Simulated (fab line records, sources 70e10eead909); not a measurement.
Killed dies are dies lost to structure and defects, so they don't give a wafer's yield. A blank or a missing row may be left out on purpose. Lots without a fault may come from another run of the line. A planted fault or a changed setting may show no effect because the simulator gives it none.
Which tool did it? | flow nand_harc | 24 lots, 72 wafers sampled, at 4 steps of a route of 1159

WHAT THE GAUGES READ, wafer by wafer
NHARC_P_CONTACT_CD_MEAS_19. Usual: cd_nm 89.1 nm, standard deviation 2.
lot  | measured     | on        | cd_nm (nm)     | flag
L074 | day 5 16:20  | cd_sem-02 | 86.5 90.8 91.2 |
L075 | day 5 21:05  | cd_sem-02 | 90.6 90.8 88.7 |
L077 | day 6 09:34  | cd_sem-02 | 88.7 89.5 87.3 |
L078 | day 6 10:31  | cd_sem-02 | 92.3 88.4 90.5 |
L076 | day 6 11:02  | cd_sem-01 | 92.6 87.7 89.9 |
L079 | day 7 04:18  | cd_sem-03 | 93.1 88.4 91.3 |
L080 | day 7 06:18  | cd_sem-02 | 88.9 89.7 88.9 |
L082 | day 7 11:23  | cd_sem-03 | 90.3 90.1 88.6 |
L081 | day 7 11:51  | cd_sem-02 | 91.0 88.0 87.7 |
L083 | day 7 19:05  | cd_sem-02 | 89.9 87.1 87.5 |
L084 | day 8 03:52  | cd_sem-01 | 90.1 88.6 88.8 |
L085 | day 8 21:14  | cd_sem-03 | 91.2 84.8 90.5 |
L087 | day 8 21:38  | cd_sem-02 | 91.1 90.4 89.1 |
L086 | day 8 21:56  | cd_sem-01 | 85.8 88.4 89.8 |
L088 | day 9 06:52  | cd_sem-01 | 88.7 87.8 86.2 |
L089 | day 9 07:39  | cd_sem-01 | 89.2 88.9 90.7 |
L090 | day 9 15:57  | cd_sem-03 | 90.2 86.1 92.3 |
L091 | day 9 23:17  | cd_sem-03 | 87.3 90.5 88.7 |
L092 | day 10 03:14 | cd_sem-01 | 88.2 87.6 88.9 |
L093 | day 10 08:55 | cd_sem-01 | 88.8 89.5 88.9 |
L094 | day 10 09:14 | cd_sem-02 | 90.8 83.3 89.6 |
L095 | day 10 19:46 | cd_sem-02 | 90.8 90.5 81.6 |
L096 | day 10 20:37 | cd_sem-01 | 86.8 87.3 87.7 |
L097 | day 11 10:46 | cd_sem-01 | 94.1 90.1 89.5 |

NHARC_P_CONTACT_INSPECT_27. Usual: raw_defect_count 291, standard deviation 89.
lot  | measured     | on                | raw_defect_count | flag
L074 | day 5 18:35  | defect_inspect-02 | 284 328 386      |
L075 | day 6 05:36  | defect_inspect-02 | 471 249 376      |
L077 | day 6 12:23  | defect_inspect-01 | 314 225 322      |
L078 | day 6 12:45  | defect_inspect-02 | 273 210 134      |
L076 | day 6 13:16  | defect_inspect-02 | 151 296 355      |
L079 | day 7 08:07  | defect_inspect-01 | 269 241 234      |
L080 | day 7 08:43  | defect_inspect-01 | 228 368 286      |
L082 | day 7 16:23  | defect_inspect-02 | 362 279 406      |
L081 | day 7 19:22  | defect_inspect-02 | 296 286 458      |
L083 | day 7 21:24  | defect_inspect-02 | 212 202 240      |
L084 | day 8 06:05  | defect_inspect-02 | 307 156 272      |
L085 | day 8 23:29  | defect_inspect-02 | 275 180 200      |
L087 | day 8 23:53  | defect_inspect-01 | 230 146 128      |
L086 | day 9 00:12  | defect_inspect-01 | 243 283 311      |
L088 | day 9 16:17  | defect_inspect-02 | 209 226 286      |
L089 | day 9 16:49  | defect_inspect-02 | 300 189 177      |
L090 | day 9 22:26  | defect_inspect-02 | 312 281 315      |
L091 | day 10 07:20 | defect_inspect-01 | 287 295 242      |
L092 | day 10 07:55 | defect_inspect-01 | 468 336 458      |
L093 | day 10 11:08 | defect_inspect-02 | 352 327 440      |
L094 | day 10 11:27 | defect_inspect-02 | 248 309 313      |
L095 | day 10 21:58 | defect_inspect-02 | 216 213 222      |
L096 | day 10 22:52 | defect_inspect-02 | 364 288 322      |
L097 | day 11 15:56 | defect_inspect-01 | 492 384 281      |

NHARC_P_M0_INSPECT_11. Usual: raw_defect_count 3.9, standard deviation 2.4.
lot  | measured     | on                | raw_defect_count | flag
L074 | day 5 19:31  | defect_inspect-01 | 4 2 2            |
L075 | day 6 06:38  | defect_inspect-02 | 2 2 1            |
L077 | day 6 13:25  | defect_inspect-01 | 9 9 10           |
L078 | day 6 13:47  | defect_inspect-01 | 3 4 2            |
L076 | day 6 14:10  | defect_inspect-01 | 3 5 5            |
L079 | day 7 09:08  | defect_inspect-02 | 1 1 1            |
L080 | day 7 09:37  | defect_inspect-01 | 2 3 1            |
L082 | day 7 17:56  | defect_inspect-01 | 2 1 1            |
L081 | day 7 20:23  | defect_inspect-01 | 3 5 4            |
L083 | day 7 22:47  | defect_inspect-01 | 5 9 4            |
L084 | day 8 06:59  | defect_inspect-02 | 1 2 1            |
L085 | day 9 00:30  | defect_inspect-01 | 2 1 2            |
L087 | day 9 00:54  | defect_inspect-02 | 6 4 7            |
L086 | day 9 01:13  | defect_inspect-01 | 7 3 5            |
L088 | day 9 17:19  | defect_inspect-02 | 6 0 0            |
L089 | day 9 17:51  | defect_inspect-01 | 4 3 6            |
L090 | day 9 23:27  | defect_inspect-02 | 7 6 7            |
L091 | day 10 08:14 | defect_inspect-01 | 3 5 8            |
L092 | day 10 08:56 | defect_inspect-01 | 9 9 11           |
L093 | day 10 12:13 | defect_inspect-02 | 6 7 7            |
L094 | day 10 12:29 | defect_inspect-02 | 4 2 2            |
L095 | day 10 22:52 | defect_inspect-01 | 4 6 1            |
L096 | day 10 23:55 | defect_inspect-02 | 3 5 3            |
L097 | day 11 16:50 | defect_inspect-01 | 6 2 5            |

WHICH TOOL RAN EACH LOT (tool, then ch and the chambers of the sampled wafers, then the start)
lot  | NHARC_P_GATE_RTA_64
L074 | rtp_anneal-02 ch 0, day 5 11:38
L075 | rtp_anneal-02 ch 0, day 5 16:59
L077 | rtp_anneal-02 ch 0, day 6 05:39
L078 | rtp_anneal-02 ch 0, day 6 06:24
L076 | rtp_anneal-02 ch 0, day 6 06:45
L079 | rtp_anneal-02 ch 0, day 6 23:54
L080 | rtp_anneal-02 ch 0, day 7 00:34
L082 | rtp_anneal-02 ch 0, day 7 07:01
L081 | rtp_anneal-02 ch 0, day 7 07:45
L083 | rtp_anneal-02 ch 0, day 7 14:41
L084 | rtp_anneal-01 ch 0, day 7 23:48
L085 | rtp_anneal-01 ch 0, day 8 17:11
L087 | rtp_anneal-02 ch 0, day 8 17:43
L086 | rtp_anneal-01 ch 0, day 8 18:00
L088 | rtp_anneal-02 ch 0, day 9 02:51
L089 | rtp_anneal-01 ch 0, day 9 03:28
L090 | rtp_anneal-01 ch 0, day 9 11:35
L091 | rtp_anneal-01 ch 0, day 9 19:20
L092 | rtp_anneal-01 ch 0, day 9 23:17
L093 | rtp_anneal-01 ch 0, day 10 04:59
L094 | rtp_anneal-02 ch 0, day 10 05:19
L095 | rtp_anneal-01 ch 0, day 10 15:56
L096 | rtp_anneal-02 ch 0, day 10 16:26
L097 | rtp_anneal-01 ch 0, day 11 06:38
- NHARC_P_GATE_RTA_64: time 1 s.

WHAT THE TOOLS THEMSELVES READ (means of the sampled wafers that have a number; where no wafer has one, the mark that the record gives instead)
NHARC_P_GATE_RTA_64. Usual: lamp_power_pct 29 %, standard deviation 3.3; lamp_zone_3_pct 29 %, standard deviation 3.3; lamp_zone_4_pct 29 %, standard deviation 3.3; lamp_zone_7_pct 30 %, standard deviation 3.3; wafer_temp_C_max 1053.6, standard deviation 0.86.
lot  | tool          | lamp_power_pct (%) | lamp_zone_3_pct (%) | lamp_zone_4_pct (%) | lamp_zone_7_pct (%) | wafer_temp_C_max | flag
L074 | rtp_anneal-02 | 27                 | 27                  | 27                  | 27                  | 1053.3           |
L075 | rtp_anneal-02 | 27                 | 27                  | 27                  | 27                  | 1053.8           |
L077 | rtp_anneal-02 | 27                 | 27                  | 27                  | 27                  | 1053.9           |
L078 | rtp_anneal-02 | 27                 | 27                  | 27                  | 27                  | 1054.1           |
L076 | rtp_anneal-02 | 27                 | 27                  | 27                  | 27                  | 1053.6           |
L079 | rtp_anneal-02 | 27                 | 27                  | 27                  | 27                  | 1054.7           |
L080 | rtp_anneal-02 | 27                 | 27                  | 27                  | 27                  | 1053.2           |
L082 | rtp_anneal-02 | 27                 | 27                  | 27                  | 27                  | 1052.8           |
L081 | rtp_anneal-02 | 26                 | 26                  | 27                  | 27                  | 1053.5           |
L083 | rtp_anneal-02 | 27                 | 27                  | 27                  | 27                  | 1055.1           |
L084 | rtp_anneal-01 | 33                 | 33                  | 33                  | 34                  | 1052.9           |
L085 | rtp_anneal-01 | 33                 | 33                  | 33                  | 34                  | 1053.6           |
L087 | rtp_anneal-02 | 27                 | 27                  | 27                  | 27                  | 1054.4           |
L086 | rtp_anneal-01 | 33                 | 33                  | 33                  | 34                  | 1052.9           |
L088 | rtp_anneal-02 | 27                 | 27                  | 27                  | 27                  | 1053.7           |
L089 | rtp_anneal-01 | 33                 | 33                  | 33                  | 34                  | 1053.3           |
L090 | rtp_anneal-01 | 33                 | 33                  | 33                  | 34                  | 1052.9           |
L091 | rtp_anneal-01 | 33                 | 33                  | 33                  | 34                  | 1054.0           |
L092 | rtp_anneal-01 | 33                 | 33                  | 33                  | 34                  | 1053.2           |
L093 | rtp_anneal-01 | 33                 | 33                  | 33                  | 34                  | 1052.7           |
L094 | rtp_anneal-02 | 27                 | 27                  | 27                  | 27                  | 1054.3           |
L095 | rtp_anneal-01 | 33                 | 33                  | 33                  | 34                  | 1052.6           |
L096 | rtp_anneal-02 | 27                 | 27                  | 27                  | 27                  | 1053.6           |
L097 | rtp_anneal-01 | 33                 | 33                  | 33                  | 34                  | 1053.2           |

THE ANSWER, worked out from the rows above alone
Rule: a lot is off if the mean of its wafers that have a number lies more than 3 standard deviations from the usual mean. A lot without any number at a reading at which 4 lots or more have one is off too. The other lots that the step has rows for count as sound. The gauges are gone through in route order, then the tools' own readings, and for those a lot's mean is taken as printed above. The first step at which some lot is off is used, and at that step the reading that is off furthest; a lot without a number counts as furthest.
No lot is off at any reading shown: from this, nothing can be told.

WHAT THE SIMULATOR HAD PUT IN
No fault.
